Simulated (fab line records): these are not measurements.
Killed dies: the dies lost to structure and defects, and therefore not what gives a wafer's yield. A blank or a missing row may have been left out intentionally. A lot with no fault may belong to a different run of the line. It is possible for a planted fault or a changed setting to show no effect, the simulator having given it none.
Split-lot trial / flow n5_finfet / 7 lots, 21 wafers read, on a route of 1938 steps

## ON THE SPLIT
At N5_BEOL_M7_ETCH_61 (etches SiARC in CF4, target depth 45.5 nm, time 75.8 s), the setting source_w was moved away from the recipe's 545 W on 7 of the 21 wafers read, by -10.0% to +12.6%. This setting was run at the recipe's value on the other wafers.

The reading comes from the split's own step.

## THE READING
rf_vpp_V, in V, at N5_BEOL_M7_ETCH_61 (etches SiARC in CF4, target depth 45.5 nm, time 75.8 s). A value of 184.2 V with a standard deviation of 1.1 V is what fault-free wafers of this fab line usually give.

wafer=L074.3; tool, chamber at the split=rie_diel-02, 2; source_w as run, W=545; against the recipe=recipe; rf_vpp_V, V=185.1; against lot-mates on the recipe=-
wafer=L074.4; tool, chamber at the split=rie_diel-02, 0; source_w as run, W=545; against the recipe=recipe; rf_vpp_V, V=184.7; against lot-mates on the recipe=-
wafer=L074.6; tool, chamber at the split=rie_diel-02, 3; source_w as run, W=545; against the recipe=recipe; rf_vpp_V, V=182.4; against lot-mates on the recipe=-
wafer=L075.3; tool, chamber at the split=rie_diel-06, 2; source_w as run, W=545; against the recipe=recipe; rf_vpp_V, V=184.7; against lot-mates on the recipe=-
wafer=L075.4; tool, chamber at the split=rie_diel-06, 1; source_w as run, W=583.7; against the recipe=+7.1%; rf_vpp_V, V=180.6; against lot-mates on the recipe=-4.4
wafer=L075.6; tool, chamber at the split=rie_diel-06, 3; source_w as run, W=545; against the recipe=recipe; rf_vpp_V, V=185.3; against lot-mates on the recipe=-
wafer=L082.2; tool, chamber at the split=rie_diel-06, 0; source_w as run, W=503.9; against the recipe=-7.5%; rf_vpp_V, V=189.3; against lot-mates on the recipe=+6.2
wafer=L082.3; tool, chamber at the split=rie_diel-06, 1; source_w as run, W=545; against the recipe=recipe; rf_vpp_V, V=182.8; against lot-mates on the recipe=-
wafer=L082.5; tool, chamber at the split=rie_diel-06, 1; source_w as run, W=545; against the recipe=recipe; rf_vpp_V, V=183.4; against lot-mates on the recipe=-
wafer=L083.1; tool, chamber at the split=rie_diel-02, 1; source_w as run, W=545; against the recipe=recipe; rf_vpp_V, V=183.4; against lot-mates on the recipe=-
wafer=L083.5; tool, chamber at the split=rie_diel-02, 1; source_w as run, W=545; against the recipe=recipe; rf_vpp_V, V=181.9; against lot-mates on the recipe=-
wafer=L083.6; tool, chamber at the split=rie_diel-02, 2; source_w as run, W=545; against the recipe=recipe; rf_vpp_V, V=183.3; against lot-mates on the recipe=-
wafer=L087.3; tool, chamber at the split=rie_diel-02, 1; source_w as run, W=545; against the recipe=recipe; rf_vpp_V, V=183.7; against lot-mates on the recipe=-
wafer=L087.4; tool, chamber at the split=rie_diel-02, 3; source_w as run, W=545; against the recipe=recipe; rf_vpp_V, V=183.0; against lot-mates on the recipe=-
wafer=L087.6; tool, chamber at the split=rie_diel-02, 3; source_w as run, W=613.9; against the recipe=+12.6%; rf_vpp_V, V=176.1; against lot-mates on the recipe=-7.2
wafer=L092.4; tool, chamber at the split=rie_diel-02, 2; source_w as run, W=545; against the recipe=recipe; rf_vpp_V, V=184.2; against lot-mates on the recipe=-
wafer=L092.5; tool, chamber at the split=rie_diel-02, 0; source_w as run, W=490.4; against the recipe=-10.0%; rf_vpp_V, V=191.7; against lot-mates on the recipe=+7.5
wafer=L092.6; tool, chamber at the split=rie_diel-02, 3; source_w as run, W=490.4; against the recipe=-10.0%; rf_vpp_V, V=189.6; against lot-mates on the recipe=+5.4
wafer=L091.2; tool, chamber at the split=rie_diel-06, 3; source_w as run, W=545; against the recipe=recipe; rf_vpp_V, V=185.6; against lot-mates on the recipe=-
wafer=L091.4; tool, chamber at the split=rie_diel-06, 1; source_w as run, W=491.2; against the recipe=-9.9%; rf_vpp_V, V=192.1; against lot-mates on the recipe=+6.5
wafer=L091.6; tool, chamber at the split=rie_diel-06, 1; source_w as run, W=491.2; against the recipe=-9.9%; rf_vpp_V, V=190.5; against lot-mates on the recipe=+4.9

THE FIT
A straight line over all 21 wafers: rf_vpp_V changes by -0.664 V for each +1% of source_w; r = -0.96; the points scatter about the line by 1.1 V.
The same after taking each lot's own level away (the mean of its wafers on the recipe; 21 wafers): -0.617 V for each +1%; r = -0.97; scatter 0.82 V.
Per that fit: largest source_w move, reading shift of 7.8 V.
The lots' own levels span 182.87 to 185.60 V, that is 2.5 times the standard deviation above.
Hence the lot-to-lot level has little effect on the slope; both slopes agree.
Check: for one of the wafers moved furthest among these (+12.6%), held out of the fit, the line's prediction against its lot-mates is -7.98 V. Against them it came out at -7.25 V.
Tool readings at the split's step, against how far the setting was moved: etch_rf_on_time_s r = -0.94; rf_vpp_V r = -0.96.

## THESE WAFERS: OTHER SPLITS
Note: prior to the reading, these wafers also went through further splits. Each is held against what the fit with the lots' levels taken away leaves over:
other split on the same wafers=N5_BEOL_M6_EXPOSE_08 dose_mj; wafers away from the commonest value=9; r with rf_vpp_V (lot level and that fit taken away)=-0.25
other split on the same wafers=N5_BEOL_M6_TRENCH_ETCH_37 source_w; wafers away from the commonest value=3; r with rf_vpp_V (lot level and that fit taken away)=+0.17

## THE WHOLE CHAIN: every reading that the file lists as answering this split, in the file's order
step=N5_BEOL_M7_ETCH_61; what it does=etches SiARC in CF4, target depth 45.5 nm, time 75.8 s; reading=etch_rf_on_time_s; change (the file's fit)=withheld for each +1% of the setting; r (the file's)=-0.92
step=N5_BEOL_M7_ETCH_61; what it does=etches SiARC in CF4, target depth 45.5 nm, time 75.8 s; reading=rf_vpp_V; change (the file's fit)=-0.623 V for each +1% of the setting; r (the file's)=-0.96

## THE FILE'S OWN FIT
rf_vpp_V changes by -0.623 V for each +1% of source_w, r = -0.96.
